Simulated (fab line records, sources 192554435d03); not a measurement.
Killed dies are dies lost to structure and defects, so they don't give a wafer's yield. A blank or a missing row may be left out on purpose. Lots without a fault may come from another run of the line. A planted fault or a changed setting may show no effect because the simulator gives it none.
Which tool did it? | flow n5_finfet | 10 lots, 28 wafers sampled, at 5 steps of a route of 1938

WHAT THE GAUGES READ, wafer by wafer
N5_BEOL_M0_SAQP_THK_MEAS_05. Usual: thk_nm 60.0 nm, standard deviation 0.76.
lot  | measured     | on            | thk_nm (nm)    | flag
L833 | day 5 17:28  | film_metro-02 | 60.7 60.6 61.9 |
L837 | day 6 15:14  | film_metro-02 | 60.7 60.1 61.4 |
L838 | day 6 22:39  | film_metro-01 | 59.8 61.7 61.2 |
L839 | day 7 10:28  | film_metro-02 | 58.9 59.8 60.5 |
L842 | day 8 09:51  | film_metro-02 | 59.4 60.5      |
L843 | day 8 13:39  | film_metro-01 | 59.9 59.7      |
L849 | day 9 21:29  | film_metro-01 | 59.8 60.4 60.2 |
L851 | day 10 06:00 | film_metro-01 | 58.7 59.2 61.2 |
L854 | day 11 00:25 | film_metro-02 | 58.9 60.0 60.9 |
L855 | day 11 10:12 | film_metro-01 | 59.6 60.9 60.4 |

N5_BEOL_M4_RC_MEAS_101. Usual: DIBL_N 35.9 mV/V, standard deviation 1.7; DIBL_P 35.8 mV/V, standard deviation 2.2; IOFF_N 0.15 nA/um, standard deviation 0.03; IOFF_P 0.21 nA/um, standard deviation 0.036; ION_N 674 uA/um, standard deviation 12; ION_P 463 uA/um, standard deviation 7.2; SS_N 71.3 mV/dec, standard deviation 0.59; SS_P 73.1 mV/dec, standard deviation 0.69; VT_N 250 mV, standard deviation 3; VT_P -251 mV, standard deviation 3.2.
lot  | measured     | on        | DIBL_N (mV/V)  | DIBL_P (mV/V)  | IOFF_N (nA/um) | IOFF_P (nA/um) | ION_N (uA/um) | ION_P (uA/um) | SS_N (mV/dec)  | SS_P (mV/dec)  | VT_N (mV)   | VT_P (mV)      | flag
L833 | day 8 07:27  | prober-01 | 37.5 36.1 36.9 | 37.2 35.1 35.8 | 0.17 0.15 0.16 | 0.22 0.18 0.20 | 684 672 664   | 464 462 461   | 71.0 70.5 70.1 | 73.8 73.2 72.9 | 247 250 248 | -250 -251 -253 |
L837 | day 8 18:22  | prober-02 | 34.0 36.1 35.6 | 33.5 35.7 35.3 | 0.12 0.16 0.13 | 0.19 0.22 0.20 | 662 679 662   | 460 470 464   | 70.9 70.9 70.7 | 72.6 72.7 72.9 | 253 248 252 | -251 -248 -249 |
L838 | day 9 18:02  | prober-02 | 36.5 37.8 38.6 | 36.2 37.1 38.2 | 0.16 0.18 0.20 | 0.21 0.23 0.25 | 676 693 684   | 465 464 471   | 71.3 71.6 72.5 | 72.6 72.4 73.0 | 249 246 246 | -251 -248 -247 |
L839 | day 10 00:35 | prober-02 | 38.4 38.3 38.0 | 39.9 39.9 38.8 | 0.20 0.21 0.19 | 0.26 0.27 0.23 | 693 683 677   | 472 473 461   | 72.1 71.8 71.3 | 73.9 74.4 73.3 | 245 247 248 | -249 -249 -249 |
L842 | day 11 00:13 | prober-02 | 33.3 34.9      | 32.4 33.7      | 0.10 0.12      | 0.14 0.15      | 656 649       | 457 447       | 70.1 70.9      | 71.9 72.8      | 252 253     | -255 -258      |
L843 | day 11 04:09 | prober-02 | 38.6 36.4      | 34.8 34.9      | 0.18 0.14      | 0.21 0.20      | 667 674       | 458 463       | 72.4 71.1      | 72.8 73.5      | 251 251     | -249 -250      |
L849 | day 12 07:35 | prober-01 | 32.6 34.0 33.3 | 32.8 34.3 33.3 | 0.12 0.14 0.12 | 0.17 0.19 0.17 | 659 673 674   | 464 467 463   | 70.5 70.6 70.7 | 71.4 72.4 71.8 | 253 252 251 | -250 -250 -251 |
L851 | day 13 04:11 | prober-01 | 33.5 32.6 36.3 | 33.8 31.7 35.8 | 0.13 0.11 0.17 | 0.19 0.17 0.22 | 670 645 681   | 464 447 468   | 70.4 70.0 71.0 | 72.4 72.1 73.4 | 250 252 251 | -248 -251 -248 |
L854 | day 13 22:01 | prober-02 | 35.8 37.6 34.1 | 36.1 38.6 33.2 | 0.15 0.19 0.12 | 0.21 0.25 0.16 | 673 686 665   | 461 467 455   | 71.4 72.0 70.5 | 73.9 74.6 72.6 | 248 246 255 | -251 -249 -251 |
L855 | day 14 03:22 | prober-02 | 33.7 36.1 34.0 | 34.0 36.2 34.3 | 0.11 0.14 0.11 | 0.16 0.18 0.15 | 667 675 658   | 464 457 457   | 70.3 71.2 70.8 | 72.1 73.5 72.1 | 256 254 255 | -255 -251 -255 |

WHICH TOOL RAN EACH LOT (tool, then ch and the chambers of the sampled wafers, then the start)
lot  | N5_BEOL_M0_SAQP_ETCH_83            | N5_BEOL_M0_SAQP_HM_OPEN_112        | N5_BEOL_M0_SAQP_SPACER1_ALD_98
L833 | rie_diel-06 ch 0,3, day 5 18:06    | rie_diel-06 ch 0,3, day 5 18:16    | ald_sin-02 ch 0,1,3, day 5 19:05
L837 | rie_diel-06 ch 0,1,2, day 6 15:56  | rie_diel-06 ch 0,1,2, day 6 16:06  | ald_sin-02 ch 1,2, day 6 17:08
L838 | rie_diel-06 ch 1,2,3, day 6 23:08  | rie_diel-06 ch 1,2,3, day 6 23:17  | ald_sin-03 ch 0,1,3, day 7 00:09
L839 | rie_diel-06 ch 0,2,3, day 7 11:07  | rie_diel-06 ch 0,2,3, day 7 11:16  | ald_sin-03 ch 0,1,2, day 7 11:58
L842 | rie_diel-06 ch 3, day 8 10:27      | rie_diel-06 ch 3, day 8 10:37      | ald_sin-02 ch 0,1, day 8 12:21
L843 | rie_diel-06 ch 1,2, day 8 14:24    | rie_diel-06 ch 1,2, day 8 14:34    | ald_sin-02 ch 0,2, day 8 17:47
L849 | rie_diel-03 ch 1,2,3, day 9 22:06  | rie_diel-03 ch 1,2,3, day 9 22:16  | ald_sin-02 ch 0,1,3, day 9 22:57
L851 | rie_diel-03 ch 0,2,3, day 10 06:38 | rie_diel-03 ch 0,2,3, day 10 06:47 | ald_sin-02 ch 2,3, day 10 07:46
L854 | rie_diel-03 ch 0,1,3, day 11 00:54 | rie_diel-03 ch 0,1,3, day 11 01:04 | ald_sin-04 ch 1,2,3, day 11 01:52
L855 | rie_diel-04 ch 1,2, day 11 10:49   | rie_diel-04 ch 1,2, day 11 10:58   | ald_sin-04 ch 0,1, day 11 12:06
- N5_BEOL_M0_SAQP_ETCH_83: etches SiARC in CF4, target depth 39 nm, time 65 s.
- N5_BEOL_M0_SAQP_HM_OPEN_112: chemistry CHF3/O2, target SiO2, stops on a-Si, target depth 12 nm, time 13.5 s.
- N5_BEOL_M0_SAQP_SPACER1_ALD_98: deposits SiO2, target thk 12.8 nm, pulse time 1 s, purge time 2 s.

WHAT THE TOOLS THEMSELVES READ (means of the sampled wafers that have a number; where no wafer has one, the mark that the record gives instead)
N5_BEOL_M0_SAQP_ETCH_83. Usual: drypump_motor_current_A 5.6 A, standard deviation 0.46; etch_rf_on_time_s 65.3 s, standard deviation 1.5; oes_product_au 0.66 a.u., standard deviation 0.072; rf_vpp_V 183.9 V, standard deviation 1.2; showerhead_plenum_p_Torr 2.12 Torr, standard deviation 0.061; throttle_valve_pct 15.65 %, standard deviation 0.27.
lot  | tool        | drypump_motor_current_A (A) | etch_rf_on_time_s (s) | oes_product_au (a.u.) | rf_vpp_V (V) | showerhead_plenum_p_Torr (Torr) | throttle_valve_pct (%) | flag
L833 | rie_diel-06 | 5.9                         | 66.1                  | 0.66                  | 185.1        | 2.17                            | 15.43                  |
L837 | rie_diel-06 | 5.9                         | 65.2                  | 0.65                  | 183.5        | 2.12                            | 15.62                  |
L838 | rie_diel-06 | 5.5                         | 65.0                  | 0.71                  | 184.4        | 2.13                            | 15.59                  |
L839 | rie_diel-06 | 5.7                         | 86.7                  | 0.67                  | 183.7        | 2.15                            | 15.40                  | OFF
L842 | rie_diel-06 | 5.0                         | 95.7                  | 0.74                  | 185.1        | 2.18                            | 15.21                  | OFF
L843 | rie_diel-06 | 5.8                         | 95.8                  | 0.57                  | 182.4        | 2.10                            | 15.82                  | OFF
L849 | rie_diel-03 | 5.5                         | 65.9                  | 0.62                  | 184.8        | 2.13                            | 15.83                  |
L851 | rie_diel-03 | 5.5                         | 66.5                  | 0.62                  | 183.2        | 2.08                            | 15.87                  |
L854 | rie_diel-03 | 5.6                         | 66.2                  | 0.62                  | 183.3        | 2.05                            | 15.76                  |
L855 | rie_diel-04 | 5.3                         | 62.8                  | 0.78                  | 184.6        | 2.16                            | 15.67                  |

N5_BEOL_M0_SAQP_HM_OPEN_112. Usual: drypump_motor_current_A 5.6 A, standard deviation 0.46; oes_ar_750_au 0.78 a.u., standard deviation 0.08; oes_product_au 0.51 a.u., standard deviation 0.052; rf_vpp_V 522 V, standard deviation 8.6; showerhead_plenum_p_Torr 2.38 Torr, standard deviation 0.07; throttle_valve_pct 18.86 %, standard deviation 0.23.
lot  | tool        | drypump_motor_current_A (A) | oes_ar_750_au (a.u.) | oes_product_au (a.u.) | rf_vpp_V (V) | showerhead_plenum_p_Torr (Torr) | throttle_valve_pct (%) | flag
L833 | rie_diel-06 | 5.9                         | 0.78                 | 0.52                  | 521          | 2.45                            | 18.64                  |
L837 | rie_diel-06 | 6.0                         | 0.76                 | 0.50                  | 522          | 2.39                            | 18.86                  |
L838 | rie_diel-06 | 5.5                         | 0.83                 | 0.54                  | 516          | 2.39                            | 18.82                  |
L839 | rie_diel-06 | 5.7                         | 0.82                 | 0.54                  | 520          | 2.43                            | 18.63                  |
L842 | rie_diel-06 | 5.0                         | 0.94                 | 0.62                  | 510          | 2.45                            | 18.45                  |
L843 | rie_diel-06 | 5.8                         | 0.73                 | 0.48                  | 520          | 2.37                            | 19.02                  |
L849 | rie_diel-03 | 5.5                         | 0.72                 | 0.47                  | 528          | 2.38                            | 18.97                  |
L851 | rie_diel-03 | 5.5                         | 0.73                 | 0.48                  | 521          | 2.34                            | 19.06                  |
L854 | rie_diel-03 | 5.7                         | 0.72                 | 0.48                  | 525          | 2.30                            | 18.95                  |
L855 | rie_diel-04 | 5.3                         | 0.90                 | 0.58                  | 521          | 2.41                            | 18.89                  |

N5_BEOL_M0_SAQP_SPACER1_ALD_98. Usual: heater_power_w 482 W, standard deviation 49; precursor_pulse_height_rel 0.999, standard deviation 0.018.
lot  | tool       | heater_power_w (W) | precursor_pulse_height_rel | flag
L833 | ald_sin-02 | 509                | 0.990                      |
L837 | ald_sin-02 | 477                | 0.990                      |
L838 | ald_sin-03 | 481                | 1.001                      |
L839 | ald_sin-03 | 480                | 1.000                      |
L842 | ald_sin-02 | 524                | 1.000                      |
L843 | ald_sin-02 | 515                | 1.000                      |
L849 | ald_sin-02 | 507                | 1.007                      |
L851 | ald_sin-02 | 482                | 1.000                      |
L854 | ald_sin-04 | 436                | 0.982                      |
L855 | ald_sin-04 | 523                | 1.020                      |

THE ANSWER, worked out from the rows above alone
Rule: a lot is off if the mean of its wafers that have a number lies more than 3 standard deviations from the usual mean. A lot without any number at a reading at which 4 lots or more have one is off too. The other lots that the step has rows for count as sound. The gauges are gone through in route order, then the tools' own readings, and for those a lot's mean is taken as printed above. The first step at which some lot is off is used, and at that step the reading that is off furthest; a lot without a number counts as furthest.
Off: L839, L842, L843, at N5_BEOL_M0_SAQP_ETCH_83 (etch_rf_on_time_s).
A tool fits if, at that step or a process step before it, it ran every lot that is off, and no sound lot after the first of them. One fits: rie_diel-06 at N5_BEOL_M0_SAQP_ETCH_83. Its last sound lot is L838 (day 6 23:08), its first lot that is off L839 (day 7 11:07): a fault that began between those two fits.
The tool's own readings at N5_BEOL_M0_SAQP_ETCH_83 bear it out: on the lots that are off they differ by more than 5 times the standard deviation of the sound lots' means. etch_rf_on_time_s reads 92.7 s there against 65.4 s on the sound lots.

WHAT THE SIMULATOR HAD PUT IN
Process parameter drift: rie_diel-06, from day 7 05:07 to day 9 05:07, at N5_BEOL_M0_SAQP_ETCH_83. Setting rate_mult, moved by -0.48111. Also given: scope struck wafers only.
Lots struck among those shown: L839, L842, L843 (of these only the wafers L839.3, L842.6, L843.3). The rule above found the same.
